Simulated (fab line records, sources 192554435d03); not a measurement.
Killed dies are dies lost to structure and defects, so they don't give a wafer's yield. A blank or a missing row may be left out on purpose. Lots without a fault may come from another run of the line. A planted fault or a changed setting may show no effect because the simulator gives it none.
fab line records | flow n5_finfet
record lots=5 wafers=15 last_day=17
route steps=1938 shown BEOL_M9@1453 BEOL_M10@1470
lots that met no fault: from a run of the same line without faults
start_h: hours from the record's first day to the start of the lot's first wafer shown | wait_h: hours since the lot's step before | " the same as in the row above | L1.1+2: a row that stands for several wafers | - no value, or no start given | * or withheld: withheld | < > ~ a bound
route shown NAME@n: a module of which the file shows steps, and the number in the route of the first | usual: mean/standard deviation of fault-free wafers | same: alike in all rows | chamber/n: place in a boat | sites: the reading at each site | _std_site: their standard deviation | _edge_site: outer sites' mean less inner sites' | radius_mm: how far each site lies from the wafer's centre | mask NAME#n: copy n | behind: the tool/chamber that last shaped the wafer | hold: why the lot was held/for how many hours/how that ended | device: the transistor (n, p or np) that didn't switch | end of line: the same wafers' tests at the end of the route | a step without rows: its recipe alone | killed: dies lost to structure and defects at the first sort, not the wafer's yield | map: a wafer's dies, x killed, . not, _ none there
set.NAME: the setting as run; set.NAME@STEP: as run at that earlier step | model.NAME: the simulator's own value behind a step, which no gauge read
lots at some steps of the route; a table a step, a row a wafer
services: from which hour (start_h, from the record's first day; less than 0 if before it) a tool's chamber was out of use, for how many hours, and why
## steps
# step N5_BEOL_M9_SRD_43
# recipe time_s=30 temp_c=23 rinse_liquid=diw dry=ipa_marangoni
# same time_s=30
# columns lot.wafer tool chamber start_h wait_h
L075.2+3+5 wet_bench-04 4,5,2 255.30 0.0
L083.4+5+6 wet_bench-03 0,7,4 305.35 0.0
L084.1+2+5 wet_bench-03 0,2,3 311.84 0.0
L087.2+3+6 wet_bench-03 5,1,2 320.90 0.0
L091.2+3+5 wet_bench-03 0,1,7 350.97 0.0
# step N5_BEOL_M9_CD_MEAS_35
# recipe target_cd_nm=70 target_cd_y_nm=40 polarity=opening
# usual cd_nm=70.0/0.59
# columns lot.wafer tool chamber start_h wait_h cd_nm
L075.2 cd_sem-03 - 255.35 0.0 69.6
L075.3 " - " " 69.0
L075.5 " - " " 69.4
L083.4 cd_sem-02 - 305.40 0.0 70.2
L083.5 " - " " 69.0
L083.6 " - " " 70.3
L084.1 cd_sem-01 - 311.88 0.0 71.4
L084.2 " - " " 70.6
L084.5 " - " " 70.6
L087.2 cd_sem-01 - 320.94 0.0 70.9
L087.3 " - " " 70.0
L087.6 " - " " 70.1
L091.2 cd_sem-01 - 351.01 0.0 69.2
L091.3 " - " " 69.9
L091.5 " - " " 69.9
# step N5_BEOL_M9_CURE_72
# recipe temp_c=370 time_s=120 ambient=DMADMS/He material=SiCOH_lowk
# usual lamp_power_pct=52.31/0.059 wafer_temp_C_max=371.7/0.58
# same time_s=120
# columns lot.wafer tool chamber start_h wait_h lamp_power_pct wafer_temp_C_max
L075.2 uv_cure-02 2 255.44 0.1 52.35 371.3
L075.3 " 2 " " 52.38 371.7
L075.5 " 2 " " 52.29 372.2
L083.4 uv_cure-02 1 306.07 0.7 52.50 372.4
L083.5 " 1 " " 52.34 372.3
L083.6 " 1 " " 52.24 372.5
L084.1 uv_cure-02 2 312.21 0.3 52.33 372.2
L084.2 " 2 " " 52.32 370.9
L084.5 " 2 " " 52.27 371.6
L087.2 uv_cure-01 1 321.03 0.1 52.25 372.6
L087.3 " 1 " " 52.30 372.1
L087.6 " 1 " " 52.26 372.1
L091.2 uv_cure-01 1 351.10 0.1 52.34 371.8
L091.3 " 1 " " 52.20 372.6
L091.5 " 1 " " 52.30 371.2
# step N5_BEOL_M9_DEGAS_44
# recipe ambient=vacuum temp_c=250 time_s=60
# usual heater_power_w=339/21 susceptor_temp_C=250.00/0.17
# same time_s=60
# columns lot.wafer tool chamber start_h wait_h heater_power_w susceptor_temp_C
L075.2 pvd_sputter-02 - 255.76 0.3 337 249.69
L075.3 " - " " 388 249.81
L075.5 " - " " 332 250.26
L083.4 pvd_sputter-03 - 306.42 0.3 366 249.72
L083.5 " - " " 369 249.79
L083.6 " - " " 322 250.09
L084.1 pvd_sputter-01 - 312.77 0.5 334 249.90
L084.2 " - " " 314 250.29
L084.5 " - " " 345 249.87
L087.2 pvd_sputter-01 - 321.80 0.7 329 249.91
L087.3 " - " " 327 249.89
L087.6 " - " " 340 249.96
L091.2 pvd_sputter-03 - 351.67 0.5 321 250.20
L091.3 " - " " 317 250.01
L091.5 " - " " 331 250.24
# step N5_BEOL_M9_PRE_CLEAN_45
# recipe gas=H2/He time_s=30 temp_c=250
# usual heater_power_w=338/22 susceptor_temp_C=250.00/0.18
# same time_s=30
# columns lot.wafer tool chamber start_h wait_h heater_power_w susceptor_temp_C
L075.2 pvd_sputter-02 - 255.80 0.0 339 249.92
L075.3 " - " " 372 249.98
L075.5 " - " " 335 249.77
L083.4 pvd_sputter-03 - 306.46 0.0 367 249.89
L083.5 " - " " 364 249.73
L083.6 " - " " 317 249.81
L084.1 pvd_sputter-01 - 312.81 0.0 318 249.79
L084.2 " - " " 323 250.02
L084.5 " - " " 340 250.08
L087.2 pvd_sputter-01 - 321.84 0.0 348 250.10
L087.3 " - " " 324 249.92
L087.6 " - " " 336 250.08
L091.2 pvd_sputter-03 - 351.71 0.0 327 250.28
L091.3 " - " " 322 250.00
L091.5 " - " " 314 250.32
# step N5_BEOL_M9_ALD_74
# recipe material=TaN target_thk_a=20 temp_c=275 ald_precursor_family=PDMAT ald_co_reactant=NH3 pressure_torr=3 carrier_flow_sccm=1500 pulse_time_s=2 purge_time_s=3 co_reactant_purge_time_s=2 co_reactant_pulse_time_s=3 ald_cycles=40 precursor_vessel_temp_c=75 precursor_vessel_pressure_torr=26.25 precursor_vessel_carrier_sccm=1000
# usual heater_power_w=387/54 susceptor_temp_C=275.00/0.19
# same co_reactant_pulse_time_s=3 purge_time_s=3
# columns lot.wafer tool chamber start_h wait_h heater_power_w susceptor_temp_C
L075.2 ald_metal-04 2 255.87 0.0 354 275.34
L075.3 " 3 " " 369 274.97
L075.5 " 1 " " 371 274.90
L083.4 ald_metal-04 0 306.52 0.0 372 274.86
L083.5 " 2 " " 368 275.22
L083.6 " 1 " " 383 275.05
L084.1 ald_metal-03 2 312.89 0.1 483 275.44
L084.2 " 3 " " 484 275.02
L084.5 " 3 " " 474 274.82
L087.2 ald_metal-02 1 321.90 0.0 292 274.74
L087.3 " 0 " " 368 274.74
L087.6 " 3 " " 432 275.20
L091.2 ald_metal-04 1 351.77 0.0 379 275.29
L091.3 " 2 " " 366 275.13
L091.5 " 3 " " 370 274.83
# step N5_BEOL_M9_SURFACE_TREAT_79
# recipe gas=Ar time_s=* ion_energy_ev=* ion_current_ma_cm2=0.5 pressure_mtorr=* ar_flow_sccm=30
# usual throttle_valve_pct=*
# same time_s=*
# columns lot.wafer tool chamber start_h wait_h throttle_valve_pct
L075.2 pvd_sputter-01 - 256.20 0.2 *
L075.3 " - " " *
L075.5 " - " " *
L083.4 pvd_sputter-03 - 306.90 0.2 *
L083.5 " - " " *
L083.6 " - " " *
L084.1 pvd_sputter-02 - 313.22 0.2 *
L084.2 " - " " *
L084.5 " - " " *
L087.2 pvd_sputter-03 - 322.33 0.3 *
L087.3 " - " " *
L087.6 " - " " *
L091.2 pvd_sputter-01 - 352.13 0.2 *
L091.3 " - " " *
L091.5 " - " " *
# step N5_BEOL_M9_CVD_78
# recipe material=Co target_thk_a=20 temp_c=withheld precursor=CCTBA/H2 pressure_torr=30 time_s=138.9
# same time_s=138.9
# columns lot.wafer tool chamber start_h wait_h
L075.2+3+5 cvd_co-02 2,0,1 256.26 0.0
L083.4+5+6 cvd_co-02 2,1,0 307.22 0.3
L084.1+2+5 cvd_co-01 0,1,1 313.34 0.1
L087.2+3+6 cvd_co-02 0,2,1 322.39 0.0
L091.2+3+5 cvd_co-01 2,0,2 352.19 0.0
# step N5_BEOL_M9_SPUTTER_48
# recipe material=Cu target_thk_a=120 temp_c=-20 bias_v=60 power_w=26000 chamber_pressure_pa=0.13 time_s=2
# usual bias_v=60.0/0.52 susceptor_temp_C=-19.99/0.1 throttle_valve_pct=30.0/1.1
# same time_s=2
# columns lot.wafer tool chamber start_h wait_h bias_v susceptor_temp_C throttle_valve_pct
L075.2 pvd_sputter-03 - 256.54 0.2 60.3 -20.13 30.4
L075.3 " - " " 59.8 -20.11 29.5
L075.5 " - " " 60.2 -19.96 30.4
L083.4 pvd_sputter-03 - 307.46 0.2 59.8 -20.01 30.3
L083.5 " - " " 59.8 -20.29 29.4
L083.6 " - " " 60.4 -19.99 28.1
L084.1 pvd_sputter-02 - 313.46 0.1 59.5 -19.97 29.6
L084.2 " - " " 59.5 -19.96 29.1
L084.5 " - " " 59.8 -19.99 29.5
L087.2 pvd_sputter-03 - 322.57 0.1 60.3 -19.82 28.5
L087.3 " - " " 59.7 -20.15 30.1
L087.6 " - " " 59.2 -19.81 28.1
L091.2 pvd_sputter-03 - 352.37 0.1 60.7 -19.89 28.2
L091.3 " - " " 60.1 -19.88 30.2
L091.5 " - " " 59.5 -20.00 30.1
# step N5_BEOL_M9_ECD_50
# recipe material=Cu target_thk_a=3180
# columns lot.wafer tool chamber start_h wait_h
L075.2+3+5 ecd_cu-01 1,0,1 256.66 0.1
L083.4+5+6 ecd_cu-02 1,0,1 307.60 0.1
L084.1+2+5 ecd_cu-01 1,0,1 313.58 0.1
L087.2+3+6 ecd_cu-01 0,1,1 322.73 0.1
L091.2+3+5 ecd_cu-02 0,1,1 352.49 0.1
# step N5_BEOL_M9_ANNEAL_51
# recipe temp_c=225 time_s=90 ambient=N2
# usual wafer_temp_C_max=226.13/0.29
# same time_s=90
# columns lot.wafer tool chamber start_h wait_h wafer_temp_C_max
L075.2 rtp_anneal-01 0 257.06 0.4 225.97
L075.3 " 0 " " 226.68
L075.5 " 0 " " 225.70
L083.4 rtp_anneal-02 0 307.86 0.2 226.36
L083.5 " 0 " " 226.39
L083.6 " 0 " " 226.68
L084.1 rtp_anneal-01 0 313.98 0.4 226.19
L084.2 " 0 " " 225.95
L084.5 " 0 " " 226.07
L087.2 rtp_anneal-02 0 323.19 0.4 226.60
L087.3 " 0 " " 226.07
L087.6 " 0 " " 226.53
L091.2 rtp_anneal-01 0 352.76 0.2 226.14
L091.3 " 0 " " 225.73
L091.5 " 0 " " 226.28
# step N5_BEOL_M9_CMP_52
# recipe stop_on=SiCOH_lowk t_overpolish_s=7 down_force_psi=1 platen_rpm=50 clearing_platen_down_force_psi=1.5 clearing_platen_rpm=50 post_cmp_clean=cu_alkaline target_thk_nm=140 clearing_platen_pad_velocity_m_s=0.99484 pad_velocity_m_s=0.99484
# usual barrier_field_endpoint_s=28.4/0.72 edge_zone_pressure_frac=1.000/0.0052 motor_current_A=5.9/0.54 overpolish_run_s=6.998/0.01 time_to_endpoint_s=64.3/2.9
# columns lot.wafer tool chamber start_h wait_h barrier_field_endpoint_s edge_zone_pressure_frac motor_current_A overpolish_run_s time_to_endpoint_s
L075.2 cmp-01 2 257.37 0.3 28.4 1.005 5.8 6.997 65.9
L075.3 " 0 " " 27.8 1.005 5.4 6.985 62.3
L075.5 " 2 " " 29.6 1.005 6.2 7.006 67.3
L083.4 cmp-04 1 308.02 0.1 28.2 0.991 6.1 7.011 63.2
L083.6 " 1 " " 27.8 0.996 6.0 7.012 63.0
L083.5 " 2 " " 28.8 0.992 6.3 7.016 66.3
L084.1 cmp-03 2 314.28 0.3 28.5 0.990 5.3 7.011 66.8
L084.2 " 3 " " 28.7 0.996 5.6 6.993 68.1
L084.5 " 3 " " 28.6 0.993 5.6 6.997 68.7
L087.2 cmp-04 2 323.45 0.2 28.2 1.003 6.3 6.998 64.7
L087.3 " 0 " " 27.2 1.000 7.1 7.001 57.6
L087.6 " 2 " " 28.1 1.008 6.5 7.005 63.3
L091.2 cmp-03 0 353.05 0.2 26.7 1.001 5.7 6.995 60.6
L091.3 " 1 " " 28.0 1.007 5.8 6.993 62.6
L091.5 " 0 " " 27.8 1.001 5.7 6.994 63.4
# step N5_BEOL_M9_THK_MEAS_53
# recipe thk_meas_gauge=xrf reads=Cu_of_BEOL_M9_ECD_50
# usual M9_THK=138.5/2.4
# columns lot.wafer tool chamber start_h wait_h M9_THK[nm]
L075.2 film_metro-01 - 257.67 - 135.2
L075.3 " - " " 135.8
L075.5 " - " " 137.7
L083.4 film_metro-01 - 308.32 - 140.3
L083.5 " - " " 139.1
L083.6 " - " " 139.8
L084.1 film_metro-01 - 314.57 - 143.1
L084.2 " - " " 137.3
L084.5 " - " " 139.3
L087.2 film_metro-02 - 323.74 - 138.2
L087.3 " - " " 137.0
L087.6 " - " " 140.0
L091.2 film_metro-01 - 353.31 - 135.3
L091.3 " - " " 132.9
L091.5 " - " " 136.5
# step N5_BEOL_M9_PRE_CLEAN_55
# recipe gas=NH3 time_s=15 temp_c=withheld rf_power_w=300
# same time_s=15
# columns lot.wafer tool chamber start_h wait_h
L075.2+3+5 pecvd-02 0,1,1 257.71 0.0
L083.4+5+6 pecvd-02 2,0,1 308.41 0.1
L084.1+2+5 pecvd-01 2,1,2 314.61 0.0
L087.2+3+6 pecvd-01 2,1,2 323.78 0.0
L091.2+3+5 pecvd-02 0,0,2 353.35 0.0
# step N5_BEOL_M9_DEP_56
# recipe material=SiCN target_thk_a=150 temp_c=withheld precursor=3MS/NH3 pressure_torr=3 rf_w=202 time_s=26.5
# usual showerhead_plenum_p_Torr=3.666/0.017 throttle_valve_pct=8.9/0.41
# same time_s=26.5
# columns lot.wafer tool chamber start_h wait_h showerhead_plenum_p_Torr throttle_valve_pct
L075.2 pecvd-02 0 257.73 0.0 3.651 8.6
L075.3 " 1 " " 3.675 9.4
L075.5 " 1 " " 3.675 9.1
L083.4 pecvd-02 2 308.44 0.0 3.643 9.0
L083.5 " 0 " " 3.634 8.5
L083.6 " 1 " " 3.672 8.9
L084.1 pecvd-01 2 314.64 0.0 3.656 8.6
L084.2 " 1 " " 3.687 9.1
L084.5 " 2 " " 3.668 8.7
L087.2 pecvd-01 2 323.80 0.0 3.667 8.6
L087.3 " 1 " " 3.676 9.4
L087.6 " 2 " " 3.656 8.6
L091.2 pecvd-02 0 353.38 0.0 3.650 8.5
L091.3 " 0 " " 3.642 8.5
L091.5 " 2 " " 3.639 8.9
# step N5_BEOL_M9_RS_MEAS_57
# recipe thk_meas_gauge=four-point-probe reads=Cu_of_BEOL_M9_ECD_50+Co_of_BEOL_M9_CVD_78+TaN_of_BEOL_M9_ALD_74
# usual M9_RS=0.1525/0.0029
# columns lot.wafer tool chamber start_h wait_h M9_RS[ohm/sq]
L075.2 film_metro-01 - 257.81 0.1 0.1557
L075.3 " - " " 0.1552
L075.5 " - " " 0.1526
L083.4 film_metro-02 - 308.50 0.0 0.1500
L083.5 " - " " 0.1503
L083.6 " - " " 0.1502
L084.1 film_metro-02 - 314.71 0.1 0.1469
L084.2 " - " " 0.1536
L084.5 " - " " 0.1510
L087.2 film_metro-01 - 323.88 0.1 0.1521
L087.3 " - " " 0.1543
L087.6 " - " " 0.1506
L091.2 film_metro-02 - 353.48 0.1 0.1552
L091.3 " - " " 0.1578
L091.5 " - " " 0.1538
# step N5_BEOL_M9_INSPECT_58
# recipe inspect_instrument=darkfield mode=post_dep
# usual raw_defect_count=74/25
# columns lot.wafer tool chamber start_h wait_h raw_defect_count
L075.2 defect_inspect-02 - 257.84 0.0 77
L075.3 " - " " 69
L075.5 " - " " 83
L083.4 defect_inspect-02 - 308.52 0.0 104
L083.5 " - " " 61
L083.6 " - " " 60
L084.1 defect_inspect-02 - 314.73 0.0 94
L084.2 " - " " 138
L084.5 " - " " 97
L087.2 defect_inspect-01 - 323.90 0.0 46
L087.3 " - " " 40
L087.6 " - " " 82
L091.2 defect_inspect-01 - 353.50 0.0 85
L091.3 " - " " 52
L091.5 " - " " 39
# step N5_BEOL_M10_ILD_DEP_00
# recipe material=SiCOH_lowk target_thk_a=3085.1 temp_c=300 precursor=DEMS/porogen pressure_torr=5 rf_w=500 time_s=58
# usual heater_power_w=355/65 showerhead_plenum_p_Torr=5.739/0.023 susceptor_temp_C=300.01/0.18 throttle_valve_pct=14.1/1.3
# same time_s=58
# columns lot.wafer tool chamber start_h wait_h heater_power_w showerhead_plenum_p_Torr susceptor_temp_C throttle_valve_pct
L075.2 pecvd-02 0 257.88 0.0 388 5.711 300.25 13.2
L075.3 " 1 " " 315 5.768 299.90 14.4
L075.5 " 1 " " 240 5.742 299.97 14.3
L083.4 pecvd-03 1 308.58 0.1 346 5.771 300.11 14.5
L083.5 " 0 " " 395 5.721 299.57 16.8
L083.6 " 2 " " 403 5.758 300.07 12.3
L084.1 pecvd-02 2 314.77 0.0 477 5.708 299.89 13.8
L084.2 " 0 " " 370 5.712 300.06 12.9
L084.5 " 2 " " 483 5.727 299.62 13.9
L087.2 pecvd-02 0 323.94 0.0 374 5.713 299.96 13.1
L087.3 " 1 " " 306 5.759 300.06 14.2
L087.6 " 1 " " 310 5.746 300.16 13.9
L091.2 pecvd-03 2 353.54 0.0 428 5.766 300.29 12.4
L091.3 " 1 " " 316 5.772 300.25 14.7
L091.5 " 2 " " 430 5.753 300.22 12.8
# step N5_BEOL_M10_CURE_71
# recipe temp_c=385 time_s=240 ambient=He/Ar material=SiCOH_lowk
# usual lamp_power_pct=52.32/0.051 wafer_temp_C_max=387.0/0.7
# same time_s=240
# columns lot.wafer tool chamber start_h wait_h lamp_power_pct wafer_temp_C_max
L075.2 uv_cure-02 0 258.04 0.1 52.39 388.0
L075.3 " 0 " " 52.26 387.7
L075.5 " 0 " " 52.29 387.9
L083.4 uv_cure-01 0 309.11 0.5 52.26 386.7
L083.5 " 0 " " 52.37 386.5
L083.6 " 0 " " 52.26 386.3
L084.1 uv_cure-01 1 314.85 0.0 52.29 387.3
L084.2 " 1 " " 52.40 387.1
L084.5 " 1 " " 52.41 387.2
L087.2 uv_cure-02 0 324.11 0.1 52.36 387.0
L087.3 " 0 " " 52.34 387.5
L087.6 " 0 " " 52.28 387.9
L091.2 uv_cure-02 1 353.70 0.1 52.26 387.0
L091.3 " 1 " " 52.30 386.8
L091.5 " 1 " " 52.37 387.3
# step N5_BEOL_M10_THK_MEAS_01
# recipe reads=SiCOH_lowk_of_BEOL_M10_ILD_DEP_00
# usual M10_ILD_THK=268/4.1
# columns lot.wafer tool chamber start_h wait_h M10_ILD_THK[nm]
L075.2 film_metro-01 - 258.47 0.4 268
L075.3 " - " " 269
L075.5 " - " " 274
L083.4 film_metro-01 - 309.63 0.4 271
L083.5 " - " " 268
L083.6 " - " " 263
L084.1 film_metro-02 - 315.36 0.4 269
L084.2 " - " " 272
L084.5 " - " " 276
L087.2 film_metro-01 - 324.54 0.4 270
L087.3 " - " " 268
L087.6 " - " " 273
L091.2 film_metro-01 - 354.13 0.4 265
L091.3 " - " " 271
L091.5 " - " " 269
# step N5_BEOL_M10_PECVD_70
# recipe material=SiO2 target_thk_a=200 temp_c=400 precursor=TEOS/O2 pressure_torr=5.5 rf_w=450 teos_flow_sccm=53.8 gas=O2 flow_sccm=3000 time_s=22.7
# usual heater_power_w=772/120 showerhead_plenum_p_Torr=8.78/0.081 susceptor_temp_C=400.02/0.21 throttle_valve_pct=22.6/2
# same time_s=22.7
# columns lot.wafer tool chamber start_h wait_h heater_power_w showerhead_plenum_p_Torr susceptor_temp_C throttle_valve_pct
L075.2 pecvd-04 2 258.51 0.0 623 8.89 400.18 21.2
L075.3 " 0 " " 790 8.78 399.94 21.0
L075.5 " 1 " " 637 8.69 400.10 24.0
L083.4 pecvd-02 2 309.68 0.1 960 8.68 400.27 22.1
L083.5 " 0 " " 823 8.68 399.81 21.2
L083.6 " 1 " " 628 8.83 399.92 23.0
L084.1 pecvd-02 1 315.42 0.1 595 8.83 399.86 22.5
L084.2 " 0 " " 719 8.66 399.87 21.0
L084.5 " 1 " " 607 8.82 399.98 22.6
L087.2 pecvd-02 0 324.58 0.0 871 8.67 399.91 21.0
L087.3 " 2 " " 913 8.67 400.07 22.4
L087.6 " 1 " " 641 8.83 399.71 22.7
L091.2 pecvd-03 0 354.17 0.0 802 8.76 400.07 27.1
L091.3 " 2 " " 833 8.88 400.07 20.2
L091.5 " 1 " " 800 8.89 400.04 23.6
# step N5_BEOL_M10_HM_DEP_02
# recipe material=TiN target_thk_a=200 temp_c=25 chamber_pressure_pa=0.49996
# usual susceptor_temp_C=25.00/0.11 throttle_valve_pct=30.3/1.2
# columns lot.wafer tool chamber start_h wait_h susceptor_temp_C throttle_valve_pct
L075.2 pvd_sputter-01 - 259.98 1.5 24.98 31.6
L075.3 " - " " 24.91 31.6
L075.5 " - " " 25.06 30.6
L083.4 pvd_sputter-01 - 311.53 1.8 24.83 31.7
L083.5 " - " " 25.16 31.6
L083.6 " - " " 24.80 31.4
L084.1 pvd_sputter-01 - 317.56 2.1 24.91 31.5
L084.2 " - " " 25.05 30.7
L084.5 " - " " 24.97 31.6
L087.2 pvd_sputter-01 - 325.94 1.3 24.96 31.7
L087.3 " - " " 24.92 31.5
L087.6 " - " " 25.00 31.4
L091.2 pvd_sputter-02 - 355.66 1.5 25.01 28.6
L091.3 " - " " 25.09 30.7
L091.5 " - " " 24.74 28.6
# step N5_BEOL_M10_COAT_59
# recipe resist=SOC temp_c=250 time_s=60 spin_rpm=1500 resist_thk_nm=100
# same time_s=60
# columns lot.wafer tool chamber start_h wait_h
L075.2+3+5 litho_track-04 0 260.11 0.1
L083.4+5+6 litho_track-02 0 311.67 0.1
L084.1+2+5 litho_track-02 0 317.69 0.1
L087.2+3+6 litho_track-03 0 326.07 0.1
L091.2+3+5 litho_track-02 0 355.79 0.1
# step N5_BEOL_M10_COAT_60
# recipe resist=SiARC temp_c=220 time_s=60 spin_rpm=1500 resist_thk_nm=30
# same time_s=60
# columns lot.wafer tool chamber start_h wait_h
L075.2+3+5 litho_track-04 0 - -
L083.4+5+6 litho_track-02 0 - -
L084.1+2+5 litho_track-02 0 - -
L087.2+3+6 litho_track-03 0 - -
L091.2+3+5 litho_track-02 0 - -
# step N5_BEOL_M10_COAT_05
# recipe resist=CAR-ArF spin_rpm=1500 resist_thk_nm=90
# columns lot.wafer tool chamber start_h wait_h
L075.2+3+5 litho_track-04 0 - -
L083.4+5+6 litho_track-02 0 - -
L084.1+2+5 litho_track-02 0 - -
L087.2+3+6 litho_track-03 0 - -
L091.2+3+5 litho_track-02 0 - -
# step N5_BEOL_M10_EBR_07
# recipe solvent=PGMEA ebr_width_mm=1.5
# columns lot.wafer tool chamber start_h wait_h
L075.2+3+5 litho_track-04 0 - -
L083.4+5+6 litho_track-02 0 - -
L084.1+2+5 litho_track-02 0 - -
L087.2+3+6 litho_track-03 0 - -
L091.2+3+5 litho_track-02 0 - -
# step N5_BEOL_M10_SOFTBAKE_06
# recipe temp_c=110 time_s=60 resist=CAR-ArF
# same time_s=60
# columns lot.wafer tool chamber start_h wait_h
L075.2+3+5 litho_track-04 0 - -
L083.4+5+6 litho_track-02 0 - -
L084.1+2+5 litho_track-02 0 - -
L087.2+3+6 litho_track-03 0 - -
L091.2+3+5 litho_track-02 0 - -
# step N5_BEOL_M10_EXPOSE_08
# recipe mask_id=M10 na=1.35 source_shape=dipole sigma_inner=0.411 sigma_outer=0.611 polarization=te dose_mj=53.75
# usual stage_vel_mm_s=499.95/0.28
# columns lot.wafer tool chamber start_h wait_h mask stage_vel_mm_s
L075.2 arfi_scanner-01 0 260.23 - M10#0 500.01
L075.3 " 0 " " M10#0 500.62
L075.5 " 0 " " M10#0 499.76
L083.4 arfi_scanner-03 0 311.94 - M10#0 500.15
L083.5 " 0 " " M10#0 500.26
L083.6 " 0 " " M10#0 500.10
L084.1 arfi_scanner-02 0 317.95 - M10#0 500.10
L084.2 " 0 " " M10#0 500.28
L084.5 " 0 " " M10#0 499.98
L087.2 arfi_scanner-02 0 326.19 - M10#0 499.81
L087.3 " 0 " " M10#0 500.03
L087.6 " 0 " " M10#0 499.99
L091.2 arfi_scanner-02 0 355.92 - M10#0 500.08
L091.3 " 0 " " M10#0 499.78
L091.5 " 0 " " M10#0 500.06
# step N5_BEOL_M10_PEB_09
# recipe peb_temp_c=withheld peb_time_s=60 resist=CAR-ArF
# columns lot.wafer tool chamber start_h wait_h
L075.2+3+5 litho_track-04 0 260.29 0.0
L083.4+5+6 litho_track-03 0 311.98 0.0
L084.1+2+5 litho_track-04 0 318.01 0.1
L087.2+3+6 litho_track-04 0 326.24 0.0
L091.2+3+5 litho_track-04 0 355.97 0.0
# step N5_BEOL_M10_DEVELOP_10
# recipe develop_time_s=30 developer=TMAH resist=CAR-ArF rinse_liquid=diw dry=air_spin dev_temp_c=23
# columns lot.wafer tool chamber start_h wait_h
L075.2+3+5 litho_track-04 0 - -
L083.4+5+6 litho_track-03 0 - -
L084.1+2+5 litho_track-04 0 - -
L087.2+3+6 litho_track-04 0 - -
L091.2+3+5 litho_track-04 0 - -
# step N5_BEOL_M10_CD_MEAS_11
# recipe target_cd_nm=64.1 landing_energy_ev=500 detector=se_inlens polarity=opening
# usual cd_nm=64.5/0.52
# columns lot.wafer tool chamber start_h wait_h cd_nm
L075.2 cd_sem-02 0 260.36 - 64.0
L075.3 " 0 " " 64.9
L075.5 " 0 " " 64.3
L083.4 cd_sem-02 0 312.05 - 65.0
L083.5 " 0 " " 64.6
L083.6 " 0 " " 64.5
L084.1 cd_sem-02 0 318.08 - 65.3
L084.2 " 0 " " 64.3
L084.5 " 0 " " 64.9
L087.2 cd_sem-03 0 326.31 - 64.6
L087.3 " 0 " " 64.4
L087.6 " 0 " " 64.9
L091.2 cd_sem-02 0 356.04 - 64.7
L091.3 " 0 " " 64.7
L091.5 " 0 " " 63.9
# step N5_BEOL_M10_OVL_MEAS_12
# recipe points_per_wafer=44
# usual M10_OVL=0.0/0.72
# columns lot.wafer tool chamber start_h wait_h M10_OVL[nm]
L075.2 overlay-01 0 260.39 0.0 0.1
L075.3 " 0 " " 0.2
L075.5 " 0 " " 0.6
L083.4 overlay-02 0 312.07 0.0 -0.6
L083.5 " 0 " " 0.5
L083.6 " 0 " " -0.7
L084.1 overlay-01 0 318.11 0.0 -0.8
L084.2 " 0 " " 0.0
L084.5 " 0 " " 0.2
L087.2 overlay-02 0 326.34 0.0 1.3
L087.3 " 0 " " -0.9
L087.6 " 0 " " 0.4
L091.2 overlay-01 0 356.07 0.0 1.0
L091.3 " 0 " " -0.9
L091.5 " 0 " " 0.3
# step N5_BEOL_M10_INSPECT_13
# recipe mode=adi inspect_instrument=brightfield
# usual raw_defect_count=434/110
# columns lot.wafer tool chamber start_h wait_h raw_defect_count
L075.2 defect_inspect-02 - 260.41 0.0 351
L075.3 " - " " 400
L075.5 " - " " 409
L083.4 defect_inspect-02 - 312.10 0.0 395
L083.5 " - " " 458
L083.6 " - " " 392
L084.1 defect_inspect-02 - 318.13 0.0 369
L084.2 " - " " 546
L084.5 " - " " 374
L087.2 defect_inspect-01 - 326.36 0.0 337
L087.3 " - " " 291
L087.6 " - " " 360
L091.2 defect_inspect-01 - 356.09 0.0 334
L091.3 " - " " 365
L091.5 " - " " 305
# step N5_BEOL_M10_DESCUM_16
# recipe chemistry=O2 time_s=7.9 source_power_w=50 bias_power_w=20 pressure_mtorr=20 rf_frequency_hz=2.712e+07 temp_c=40 resist=CAR-ArF o2_flow_sccm=225
# usual drypump_motor_current_A=5.7/0.54 oes_product_au=0.80/0.082 rf_vpp_V=242.9/1.4 showerhead_plenum_p_Torr=2.07/0.072 throttle_valve_pct=20.36/0.21
# same time_s=7.9
# columns lot.wafer tool chamber start_h wait_h drypump_motor_current_A oes_product_au rf_hours_counter_h rf_vpp_V showerhead_plenum_p_Torr throttle_valve_pct
L075.2 rie_diel-06 2 260.92 0.5 5.3 0.94 10 243.1 2.15 20.40
L075.3 " 0 " " 5.3 0.85 47 244.0 2.12 20.35
L075.5 " 1 " " 5.9 0.86 - 246.3 2.20 20.27
L083.4 rie_diel-03 0 312.17 0.1 5.2 0.74 153 245.0 2.16 20.50
L083.5 " 1 " " 6.3 0.77 - 243.2 2.07 20.03
L083.6 " 0 " " 5.2 0.74 - 245.3 2.16 20.49
L084.1 rie_diel-04 3 318.20 0.1 5.8 0.66 240 242.8 2.06 20.34
L084.2 " 0 " " 4.9 0.77 143 242.0 2.02 20.59
L084.5 " 3 " " 5.8 0.66 - 242.1 2.06 20.34
L087.2 rie_diel-04 3 326.40 0.0 5.8 0.66 244 243.4 2.06 20.34
L087.3 " 2 " " 6.8 0.95 4 242.7 2.04 20.40
L087.6 " 0 " " 4.9 0.77 - 241.2 2.02 20.57
L091.2 rie_diel-03 0 356.20 0.1 5.1 0.73 162 244.4 2.16 20.49
L091.3 " 1 " " 6.3 0.74 157 243.1 2.07 20.07
L091.5 " 0 " " 5.2 0.73 - 245.5 2.16 20.50
## services
# columns tool chamber start_h hours kind
ald_metal-02 3 232.45 10.4 repair
cmp-03 - 241.72 4.0 pm
cmp-04 - 247.92 6.8 repair
cmp-03 - 248.25 0.3 repair
cmp-04 - 255.67 2.2 repair
uv_cure-01 - 259.51 2.1 pm
arfi_scanner-02 - 261.90 1.3 pm
arfi_scanner-01 - 263.16 1.0 pm
rie_diel-03 1 265.87 8.3 repair
uv_cure-02 - 286.38 1.0 pm
cmp-03 - 290.81 6.8 pm
rie_diel-03 0 314.36 19.1 repair
rie_diel-03 1 319.35 9.5 repair
cmp-03 - 320.15 1.3 repair
ecd_cu-02 - 320.46 2.9 repair
cmp-04 - 323.67 4.0 pm
pecvd-02 1 324.87 29.1 repair
cvd_co-02 - 326.75 0.5 repair
arfi_scanner-02 - 327.28 0.8 pm
ecd_cu-02 - 334.44 5.6 pm
rie_diel-03 3 338.59 11.0 repair
pecvd-01 0 340.13 6.7 repair
arfi_scanner-02 - 350.43 1.0 pm
cmp-03 - 355.18 6.8 pm
## key
fault none
